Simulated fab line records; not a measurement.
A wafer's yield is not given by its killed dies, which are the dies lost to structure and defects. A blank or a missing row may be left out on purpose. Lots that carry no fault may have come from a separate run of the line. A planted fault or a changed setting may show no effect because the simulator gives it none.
Matching of chambers    flow n5 finfet    N5_SD_EPI_P_ETCH_36 on rie diel-04 has 4 sister chambers
The step etches SiARC in CF4, target depth 45.5 nm, time 75.8 s. 4 wafers are shown with their chamber, then 11 later ones without.

WAFERS PAIRED WITH THEIR CHAMBERS
wafer   chamber  showerhead plenum p Torr (Torr)
L084.1  3        2.04
L086.2  2        2.12
L086.6  1        2.23
L088.1  0        2.13

WAFERS WHOSE CHAMBER IS MISSING
wafer   showerhead plenum p Torr (Torr)
L088.2  2.12
L088.3  2.23
L088.4  2.03
L088.5  2.23
L088.6  2.12
L089.1  2.13
L089.2  2.23
L089.3  2.03
L089.4  2.12
L089.5  2.13
L089.6  2.03

CHAMBER TAKEN BY EACH
wafer   from the rows above      in truth
L088.2  can't be placed: 2 or 0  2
L088.3  1                        1
L088.4  3                        3
L088.5  1                        1
L088.6  can't be placed: 2 or 0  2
L089.1  can't be placed: 0 or 2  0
L089.2  1                        1
L089.3  3                        3
L089.4  can't be placed: 2 or 0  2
L089.5  can't be placed: 0 or 2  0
L089.6  3                        3
Correct placement for 6 of the 11. These rows do not allow placing 5 (true chamber among the candidates in 5). Number placed wrongly: 0.
How it was worked out, from the rows above alone: a wafer's distance from a chamber is the root of the sum, over the readings, of the square of ((its reading less the chamber's mean) divided by the reading's scatter). The wafer belongs to the nearest chamber; if the next one is less than 2 further off, it can't be placed. The mean given for a chamber averages the wafers shown for that chamber. The scatter (one wafer shown for each chamber): square how far every hidden wafer sits from the nearest shown wafer, average those squares and take the square root.
